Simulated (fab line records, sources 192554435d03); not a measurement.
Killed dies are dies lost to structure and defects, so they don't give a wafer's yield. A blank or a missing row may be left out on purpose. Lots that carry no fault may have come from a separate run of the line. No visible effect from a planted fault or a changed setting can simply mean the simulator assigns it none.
Chamber matching	flow n5-finfet	N5_BEOL_M8_STRIP_67 on rie-diel-01: 4 sister chambers
The step strips in CF4. 20 wafers are shown with their chamber, then 10 later ones without.

WAFERS PAIRED WITH THEIR CHAMBERS
wafer	chamber	showerhead-plenum-p-Torr (Torr)	drypump-motor-current-A (A)	throttle-valve-pct (%)
L075.1	2	1.90	5.5	13.14
L075.2	0	1.84	5.9	13.36
L075.4	3	1.87	6.2	13.88
L078.1	1	1.74	6.1	13.86
L078.4	2	1.90	5.6	13.15
L078.6	0	1.83	5.9	13.36
L079.4	3	1.87	6.2	13.90
L079.5	1	1.74	6.1	13.87
L079.6	2	1.90	5.6	13.16
L084.1	1	1.73	6.1	13.90
L084.2	0	1.83	6.0	13.39
L084.4	2	1.89	5.6	13.20
L090.1	1	1.73	6.1	13.95
L090.2	3	1.86	6.2	13.96
L090.5	3	1.86	6.2	13.95
L093.1	2	1.89	5.6	13.21
L093.4	1	1.73	6.1	13.94
L093.6	0	1.83	5.9	13.45
L092.1	1	1.73	6.1	13.93
L092.3	2	1.89	5.6	13.23

SIGNATURES (averages over the wafers above)
reading	chamber 0	chamber 1	chamber 2	chamber 3	scatter within a chamber
showerhead-plenum-p-Torr	1.8325	1.7333	1.8950	1.8650	0.00535
drypump-motor-current-A	5.925	6.100	5.583	6.200	0.0315
throttle-valve-pct	13.3900	13.9083	13.1817	13.9225	0.0384
Rule: a wafer lies at a distance from a chamber equal to the root of the sum of squares, over the readings, of (its reading less the chamber's mean, divided by the reading's scatter). The wafer belongs to the nearest chamber; if the next one is less than 2 further off, it can't be placed. The scatter: the root of (the sum of the squares of (reading less its chamber's mean) over the shown wafers, divided by (wafers less chambers)).

WAFERS MISSING THEIR CHAMBER
wafer	showerhead-plenum-p-Torr (Torr)	drypump-motor-current-A (A)	throttle-valve-pct (%)
L092.6	1.73	6.1	13.94
L094.1	1.73	6.1	13.98
L094.2	1.89	5.6	13.23
L094.3	1.86	6.2	13.96
L095.2	1.73	6.1	13.97
L095.3	1.86	6.2	13.97
L095.6	1.86	6.2	13.99
L097.3	1.88	5.6	13.26
L097.4	1.82	5.9	13.46
L097.6	1.88	5.6	13.25

EACH ONE'S CHAMBER
wafer	from the rows above	in truth
L092.6	1	1
L094.1	1	1
L094.2	2	2
L094.3	3	3
L095.2	1	1
L095.3	3	3
L095.6	3	3
L097.3	2	2
L097.4	0	0
L097.6	2	2
Correct placement for 10 of the 10. Number that these rows cannot place: 0. Number placed wrongly: 0.
